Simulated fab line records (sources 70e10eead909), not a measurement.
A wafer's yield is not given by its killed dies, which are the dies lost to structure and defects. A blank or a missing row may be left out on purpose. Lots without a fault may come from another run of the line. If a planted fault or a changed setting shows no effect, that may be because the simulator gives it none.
Matching of chambers    flow nand-harc    NHARC_P_BONDPAD_ETCH_37 on rie-diel-12: 4 sister chambers
The step etches the open film in N2/H2, target depth 60 nm, overetch 18 nm, time 65.91 s. 4 wafers are shown with their chamber, then 8 later ones without.

== WAFERS, EACH WITH ITS CHAMBER ==
wafer   chamber  drypump-motor-current-A (A)
L721.5  3        5.0
L725.4  1        5.1
L726.1  0        5.7
L726.4  2        6.1

== WAFERS WITHOUT THEIR CHAMBER ==
wafer   drypump-motor-current-A (A)
L732.1  6.1
L732.4  5.0
L739.1  6.1
L739.2  5.0
L739.6  5.0
L738.2  5.2
L738.4  6.2
L738.5  6.2

== EACH ONE'S CHAMBER ==
wafer   from the rows above      in truth
L732.1  2                        2
L732.4  can't be placed: 3 or 1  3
L739.1  2                        2
L739.2  can't be placed: 3 or 1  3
L739.6  can't be placed: 3 or 1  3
L738.2  can't be placed: 1 or 3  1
L738.4  2                        2
L738.5  2                        2
Placed correctly: 4 of 8. Not placeable from these rows: 4 (in 4, the candidates include the true chamber). Wrongly placed: 0.
How it was worked out, from the rows above alone: a wafer's distance from a chamber is the root of the sum, over the readings, of the square of ((its reading less the chamber's mean) divided by the reading's scatter). If the next closest chamber is less than 2 further off than the closest, the wafer can't be placed; otherwise it belongs to the closest. Each chamber's mean is taken over the wafers shown for it. The scatter: with one shown wafer a chamber, the root of the mean of the squares of how far each hidden wafer lies from its nearest shown one.
